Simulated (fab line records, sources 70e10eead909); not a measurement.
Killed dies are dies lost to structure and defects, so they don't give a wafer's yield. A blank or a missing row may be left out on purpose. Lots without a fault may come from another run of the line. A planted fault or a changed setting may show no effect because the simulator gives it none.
fab line records | flow nand_harc
record lots=6 wafers=18 last_day=25
route steps=1159 shown A_CONTACT@946
lots that met no fault: from a run of the same line without faults
start_h: hours from the record's first day to the start of the lot's first wafer shown | wait_h: hours since the lot's step before | " the same as in the row above | L1.1+2: a row that stands for several wafers | - no value, or no start given | * or withheld: withheld | < > ~ a bound
route shown NAME@n: a module of which the file shows steps, and the number in the route of the first | usual: mean/standard deviation of fault-free wafers | same: alike in all rows | chamber/n: place in a boat | sites: the reading at each site | _std_site: their standard deviation | _edge_site: outer sites' mean less inner sites' | radius_mm: how far each site lies from the wafer's centre | mask NAME#n: copy n | behind: the tool/chamber that last shaped the wafer | hold: why the lot was held/for how many hours/how that ended | device: the transistor (n, p or np) that didn't switch | end of line: the same wafers' tests at the end of the route | a step without rows: its recipe alone | killed: dies lost to structure and defects at the first sort, not the wafer's yield | map: a wafer's dies, x killed, . not, _ none there
set.NAME: the setting as run; set.NAME@STEP: as run at that earlier step | model.NAME: the simulator's own value behind a step, which no gauge read
lots at some steps of the route; a table a step, a row a wafer
services: from which hour (start_h, from the record's first day; less than 0 if before it) a tool's chamber was out of use, for how many hours, and why
## steps
# step NHARC_A_CONTACT_ETCH_137
# recipe source_w=withheld pressure_mtorr=20 bias_v=3000 time_s=132 target_depth_a=12870 ar_flow_sccm=withheld c4f8_flow_sccm=withheld o2_flow_sccm=withheld chemistry=C4F8/O2/Ar
# step NHARC_A_CONTACT_ETCH_138
# recipe source_w=withheld pressure_mtorr=20 bias_v=3000 time_s=132 target_depth_a=12890 ar_flow_sccm=withheld c4f8_flow_sccm=withheld o2_flow_sccm=withheld chemistry=C4F8/O2/Ar
# columns lot.wafer tool chamber start_h wait_h rf_hours_counter_h
L148.2 har_cap_etch-03 1 397.93 0.1 87
L148.5 " 0 " " -
L148.6 " 1 " " -
L154.1 har_cap_etch-03 0 437.26 0.1 94
L154.4 " 0 " " -
L154.3 " 1 " " -
L157.2 har_cap_etch-03 1 447.09 0.1 95
L157.4 " 1 " " -
L157.3 " 0 " " -
L159.2 har_cap_etch-02 0 469.12 0.1 27
L159.1 " 1 " " 27
L159.5 " 1 " " -
L168.1 har_cap_etch-02 0 519.91 0.1 34
L168.3 " 1 " " -
L168.5 " 0 " " -
L166.1 har_cap_etch-02 1 528.04 0.1 36
L166.3 " 1 " " -
L166.6 " 0 " " -
# step NHARC_A_CONTACT_ETCH_139
# recipe source_w=withheld pressure_mtorr=20 bias_v=400 time_s=137 target_depth_a=5900 ar_flow_sccm=withheld c4f8_flow_sccm=11.5 o2_flow_sccm=7.2 chemistry=C4F8/O2/Ar
# step NHARC_A_CONTACT_ETCH_92
# recipe target_depth_a=400 over_etch_frac=0.5 time_s=85.7 ion_energy_ev=120 ch3f_flow_sccm=50 o2_flow_sccm=30 ar_flow_sccm=200 rf_w=500 bias_w=100 chemistry=CH3F/O2
# usual drypump_motor_current_A=5.7/0.49 oes_product_au=0.94/0.03 rf_fwd_power_W=496.5/1.6 rf_vpp_V=243.4/1.7 showerhead_plenum_p_Torr=2.39/0.099 throttle_valve_pct=20.664/0.0084
# columns lot.wafer tool chamber start_h wait_h drypump_motor_current_A oes_product_au rf_fwd_power_W rf_hours_counter_h rf_vpp_V showerhead_plenum_p_Torr throttle_valve_pct
L148.2 rie_diel-11 0 398.54 0.4 6.0 1.02 496.8 8 244.1 2.50 20.650
L148.6 " 0 " " 6.0 1.01 496.5 - 245.4 2.50 20.666
L148.5 " 1 " " 5.1 0.98 496.3 - 240.5 2.31 20.665
L154.4 rie_diel-11 0 437.80 0.3 6.0 0.93 496.3 22 245.6 2.49 20.677
L154.3 " 1 " " 5.1 0.93 496.6 21 240.4 2.30 20.649
L154.1 " 2 " " 5.1 0.93 499.7 21 243.6 2.34 20.651
L157.2 rie_diel-05 1 447.62 0.4 5.4 0.92 493.9 18 242.8 2.37 20.669
L157.4 " 2 " " 5.6 0.91 498.6 22 241.4 2.36 20.653
L157.3 " 3 " " 5.5 0.95 494.9 20 243.1 2.35 20.659
L159.1 rie_diel-05 2 469.65 0.3 5.6 0.92 496.5 25 242.9 2.35 20.671
L159.2 " 0 " " 5.5 0.94 499.2 25 242.6 2.30 20.668
L159.5 " 2 " " 5.6 0.92 497.1 - 242.0 2.35 20.663
L168.3 rie_diel-11 2 520.45 0.3 5.1 1.00 494.7 48 244.1 2.33 20.645
L168.1 " 3 " " 5.5 1.00 498.9 48 241.9 2.31 20.663
L168.5 " 1 " " 5.1 0.99 496.1 - 242.3 2.29 20.672
L166.3 rie_diel-11 0 528.56 0.3 6.0 0.93 496.2 52 244.2 2.48 20.662
L166.1 " 3 " " 5.5 0.93 498.3 52 241.1 2.31 20.658
L166.6 " 0 " " 6.0 0.94 494.0 - 242.9 2.48 20.663
# step NHARC_A_CONTACT_ETCH_98
# recipe target_depth_a=200 over_etch_frac=0.5 time_s=10 ion_energy_ev=250 c4f6_flow_sccm=25 o2_flow_sccm=20 ar_flow_sccm=500 rf_w=600 bias_w=500 chemistry=C4F6/O2
# usual drypump_motor_current_A=5.6/0.48 oes_product_au=0.962/0.024 rf_fwd_power_W=587.0/2.8 rf_vpp_V=545/3.2 showerhead_plenum_p_Torr=3.82/0.15 throttle_valve_pct=26.903/0.0093
# columns lot.wafer tool chamber start_h wait_h drypump_motor_current_A oes_product_au rf_fwd_power_W rf_hours_counter_h rf_vpp_V showerhead_plenum_p_Torr throttle_valve_pct
L148.2 rie_diel-11 2 - - 5.1 1.001 586.8 6 542 3.75 26.914
L148.6 " 3 " " 5.5 1.012 589.3 - 544 3.73 26.919
L148.5 " 0 " " 6.0 1.011 582.8 - 549 3.98 26.904
L154.4 rie_diel-11 1 - - 5.1 0.943 586.0 21 544 3.69 26.884
L154.1 " 3 " " 5.5 0.970 589.0 23 542 3.72 26.912
L154.3 " 0 " " 6.0 0.963 584.3 22 548 3.97 26.887
L157.2 rie_diel-05 3 - - 5.5 0.976 584.0 20 545 3.77 26.912
L157.3 " 0 " " 5.6 0.961 590.2 21 542 3.69 26.900
L157.4 " 1 " " 5.4 0.959 586.5 18 545 3.80 26.910
L159.1 rie_diel-05 0 - - 5.6 0.939 587.3 25 543 3.68 26.897
L159.2 " 2 " " 5.6 0.932 584.6 25 544 3.77 26.904
L159.5 " 3 " " 5.5 0.966 586.0 - 544 3.76 26.908
L168.1 rie_diel-11 3 - - 5.5 0.999 591.5 48 542 3.70 26.913
L168.3 " 1 " " 5.1 0.990 583.1 49 540 3.67 26.899
L168.5 " 3 " " 5.5 0.998 590.3 - 542 3.70 26.904
L166.1 rie_diel-11 2 - - 5.1 0.941 586.9 52 542 3.73 26.906
L166.3 " 0 " " 6.1 0.965 584.5 53 547 3.95 26.907
L166.6 " 1 " " 5.1 0.957 584.4 - 542 3.67 26.892
# step NHARC_A_CONTACT_CD_MEAS_15
# usual cd_nm=90.1/0.75
# columns lot.wafer tool chamber start_h wait_h cd_nm
L148.2 cd_sem-03 - 398.77 - 90.5
L148.5 " - " " 90.0
L148.6 " - " " 90.7
L154.1 cd_sem-02 - 438.05 - 89.8
L154.3 " - " " 89.2
L154.4 " - " " 90.1
L157.2 cd_sem-01 - 447.85 - 90.6
L157.3 " - " " 90.8
L157.4 " - " " 91.0
L159.1 cd_sem-02 - 469.87 - 91.2
L159.2 " - " " 89.8
L159.5 " - " " 91.1
L168.1 cd_sem-02 - 520.64 - 89.9
L168.3 " - " " 87.9
L168.5 " - " " 89.7
L166.1 cd_sem-01 - 528.87 - 90.2
L166.3 " - " " 90.3
L166.6 " - " " 89.4
# step NHARC_A_CONTACT_STRIP_107
# recipe n2_flow_sccm=150 h2_flow_sccm=150 ar_flow_sccm=0 bias_w=0 chemistry=N2/H2
# step NHARC_A_CONTACT_STRIP_108
# recipe cf4_flow_sccm=100 chf3_flow_sccm=30 ar_flow_sccm=0 bias_w=0 chemistry=CF4/CHF3
# step NHARC_A_CONTACT_STRIP_109
# recipe o2_flow_sccm=400 cos_flow_sccm=20 ar_flow_sccm=0 bias_w=0 chemistry=O2/COS
# step NHARC_A_CONTACT_ETCH_110
# recipe target_depth_a=500 overetch_a=50 time_s=27.5 ion_energy_ev=100 cf4_flow_sccm=80 o2_flow_sccm=20 ar_flow_sccm=0 rf_w=300 bias_w=100 chemistry=CF4/O2
# step NHARC_A_CONTACT_STRIP_26
# recipe o2_flow_sccm=500 ar_flow_sccm=0 bias_w=0 chemistry=O2
# usual drypump_motor_current_A=5.7/0.52 oes_product_au=1.003/0.013 rf_vpp_V=57.7/0.96 showerhead_plenum_p_Torr=3.47/0.16 throttle_valve_pct=17.036/0.0089
# columns lot.wafer tool chamber start_h wait_h drypump_motor_current_A oes_product_au rf_hours_counter_h rf_vpp_V showerhead_plenum_p_Torr throttle_valve_pct
L148.2 rie_diel-07 3 - - 5.4 0.991 61 57.5 3.74 17.052
L148.6 " 1 " " 6.4 1.001 - 57.1 3.62 17.030
L148.5 " 2 " " 6.7 0.995 - 57.5 3.46 17.035
L154.1 rie_diel-05 1 - - 5.4 0.995 17 57.2 3.41 17.055
L154.4 " 2 " " 5.6 0.996 21 58.1 3.39 17.039
L154.3 " 3 " " 5.5 1.047 19 57.3 3.38 17.035
L157.2 rie_diel-07 2 - - 6.8 0.993 17 56.5 3.45 17.049
L157.3 " 3 " " 5.4 0.988 16 58.3 3.73 17.034
L157.4 " 1 " " 6.4 1.023 14 58.7 3.61 17.036
L159.2 rie_diel-11 2 - - 5.1 1.005 33 56.8 3.36 17.028
L159.1 " 3 " " 5.5 1.002 35 58.1 3.33 17.043
L159.5 " 2 " " 5.1 1.014 - 57.3 3.36 17.042
L168.1 rie_diel-11 2 - - 5.1 0.993 48 56.1 3.35 17.036
L168.3 " 0 " " 6.0 1.001 48 58.1 3.56 17.026
L168.5 " 1 " " 5.1 1.001 - 56.8 3.30 17.050
L166.3 rie_diel-07 1 - - 6.4 1.007 38 57.7 3.60 17.029
L166.1 " 2 " " 6.7 0.987 43 57.9 3.43 17.024
L166.6 " 0 " " 5.3 1.006 - 58.4 3.79 17.035
# step NHARC_A_CONTACT_STRIP_27
# recipe time_s=600 temp_c=30 chemistry=post_etch_residue_remover
# step NHARC_A_CONTACT_ALD_18
# recipe target_thk_a=30 pulse_time_s=1 ald_cycles=150 temp_c=450 material=TiN
# usual ald_cycles=150/0 heater_power_w=1071/140 precursor_pulse_height_rel=1.003/0.02
# columns lot.wafer tool chamber start_h wait_h ald_cycles heater_power_w precursor_pulse_height_rel
L148.2 ald_metal-02 1 399.76 - 150 1189 0.958
L148.5 " 3 " " 150 923 1.006
L148.6 " 0 " " 150 1078 1.022
L154.1 ald_metal-02 3 438.99 - 150 921 1.014
L154.3 " 1 " " 150 1205 1.015
L154.4 " 2 " " 172 931 1.000
L157.2 ald_metal-02 3 450.39 - 150 905 0.973
L157.4 " 0 " " 172 1093 1.024
L157.3 " 2 " " 150 914 0.992
L159.2 ald_metal-04 3 470.88 - 150 1175 1.016
L159.1 " 0 " " 150 1308 1.024
L159.5 " 0 " " 150 1291 1.009
L168.3 ald_metal-04 0 521.84 - 150 1274 1.022
L168.1 " 1 " " 150 1299 1.015
L168.5 " 1 " " 150 1296 1.002
L166.1 ald_metal-04 2 530.03 - 150 1107 1.023
L166.3 " 3 " " 150 1168 0.984
L166.6 " 1 " " 150 1284 1.039
# step NHARC_A_CONTACT_CVD_19
# recipe target_thk_a=3000 temp_c=300 pressure_torr=40 wf6_flow_sccm=40 h2_flow_sccm=1600 ar_flow_sccm=1560 time_s=802 material=W
# usual heater_power_w=476/21 throttle_valve_pct=7.82/0.28
# columns lot.wafer tool chamber start_h wait_h heater_power_w throttle_valve_pct
L148.2 cvd_w-02 1 - - 488 7.75
L148.6 " 1 " " 487 7.73
L148.5 " 0 " " 441 7.94
L154.1 cvd_w-01 0 - - 456 7.64
L154.4 " 0 " " 455 7.45
L154.3 " 1 " " 501 8.32
L157.2 cvd_w-02 1 - - 475 7.91
L157.4 " 1 " " 487 7.97
L157.3 " 0 " " 446 7.76
L159.2 cvd_w-02 0 - - 455 7.93
L159.1 " 1 " " 475 7.77
L159.5 " 1 " " 485 8.13
L168.1 cvd_w-02 0 - - 454 7.83
L168.3 " 1 " " 496 8.05
L168.5 " 0 " " 462 8.06
L166.1 cvd_w-01 0 - - 476 7.49
L166.3 " 1 " " 490 8.10
L166.6 " 0 " " 478 7.53
## services
# columns tool chamber start_h hours kind
ald_metal-04 - 374.14 1.5 repair
cvd_w-02 - 378.31 13.0 pm
rie_diel-11 0 378.76 - clean
rie_diel-11 1 378.76 - clean
rie_diel-11 1 378.76 - consumable_replace:focus_ring
rie_diel-11 2 378.76 - clean
rie_diel-11 3 378.76 - clean
ald_metal-04 - 387.57 6.2 repair
rie_diel-05 1 402.40 9.1 repair
rie_diel-11 0 403.40 - clean
rie_diel-11 1 403.40 - clean
rie_diel-11 2 403.40 - clean
rie_diel-11 3 403.40 - clean
rie_diel-05 3 404.23 2.5 repair
rie_diel-07 - 405.52 9.0 pm
ald_metal-04 - 406.00 10.0 pm
ald_metal-02 - 429.70 1.8 repair
ald_metal-04 3 440.69 9.7 repair
rie_diel-07 3 470.36 5.2 repair
cvd_w-01 - 476.08 13.0 pm
rie_diel-05 2 490.41 3.5 repair
rie_diel-05 1 500.95 8.1 repair
rie_diel-05 - 518.63 9.0 pm
rie_diel-07 3 526.22 4.6 repair
## key
first_sign step=NHARC_A_CONTACT_ALD_18 reading=ald_cycles direction=up sigmas=99+ usual=150 struck=172
effect none on later readings
met_at NHARC_A_CONTACT_ALD_18
struck_wafers L154.4,L157.4
tester_left_out L154,L157
onset_between 399.76 438.99
fault kind=process_parameter_drift tool=ald_metal-02 chamber=- onset_h=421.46 steps=NHARC_A_CONTACT_ALD_18 channel=ald_cycles offset=22 shape=step end_h=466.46 scope=struck_wafers_only acts_in=these_recipes_only stated=150
# tester_left_out: of these lots the tester's yield and bins aren't shown, on N5 and GAA mostly nor the transistor test; their killed dies are dies lost to structure and defects alone, not to doping, threshold or leakage, so they don't give the yield
